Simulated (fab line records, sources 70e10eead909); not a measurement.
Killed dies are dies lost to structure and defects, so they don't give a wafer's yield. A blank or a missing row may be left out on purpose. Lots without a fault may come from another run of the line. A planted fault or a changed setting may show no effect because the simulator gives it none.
Chamber matching :: flow nandHarc :: NHARC_A_CONTACT_DEP_58 on pecvd-01: 3 sister chambers
The step deposits SiON, target thk 90 nm. 3 wafers are shown with their chamber, then 11 later ones without.

WAFERS PAIRED WITH THEIR CHAMBERS
wafer: L088.4
chamber: 0
heaterPowerW (W): 873

wafer: L091.5
chamber: 1
heaterPowerW (W): 718

wafer: L092.1
chamber: 2
heaterPowerW (W): 693

WAFERS WITHOUT THEIR CHAMBER
wafer: L092.2
heaterPowerW (W): 802

wafer: L092.3
heaterPowerW (W): 688

wafer: L093.1
heaterPowerW (W): 636

wafer: L093.4
heaterPowerW (W): 647

wafer: L093.5
heaterPowerW (W): 811

wafer: L095.2
heaterPowerW (W): 721

wafer: L095.4
heaterPowerW (W): 918

wafer: L095.6
heaterPowerW (W): 751

wafer: L097.1
heaterPowerW (W): 607

wafer: L097.2
heaterPowerW (W): 698

wafer: L097.6
heaterPowerW (W): 624

CHAMBER TAKEN BY EACH
wafer: L092.2
from the rows above: can't be placed: 0 or 1 or 2
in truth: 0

wafer: L092.3
from the rows above: can't be placed: 2 or 1
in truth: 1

wafer: L093.1
from the rows above: can't be placed: 2 or 1
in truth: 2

wafer: L093.4
from the rows above: can't be placed: 2 or 1
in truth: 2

wafer: L093.5
from the rows above: can't be placed: 0 or 1 or 2
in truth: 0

wafer: L095.2
from the rows above: can't be placed: 1 or 2
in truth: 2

wafer: L095.4
from the rows above: 0
in truth: 0

wafer: L095.6
from the rows above: can't be placed: 1 or 2 or 0
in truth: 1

wafer: L097.1
from the rows above: can't be placed: 2 or 1
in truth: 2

wafer: L097.2
from the rows above: can't be placed: 2 or 1
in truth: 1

wafer: L097.6
from the rows above: can't be placed: 2 or 1
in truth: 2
1 of 11 placed correctly. Can't be placed from these rows: 10 (the true chamber is among the candidates in 10). Placed wrongly: 0.
How it was worked out, from the rows above alone: a wafer's distance from a chamber is the root of the sum, over the readings, of the square of ((its reading less the chamber's mean) divided by the reading's scatter). If the next closest chamber is less than 2 further off than the closest, the wafer can't be placed; otherwise it belongs to the closest. Each chamber's mean is taken over the wafers shown for it. The scatter: with one shown wafer a chamber, the root of the mean of the squares of how far each hidden wafer lies from its nearest shown one.
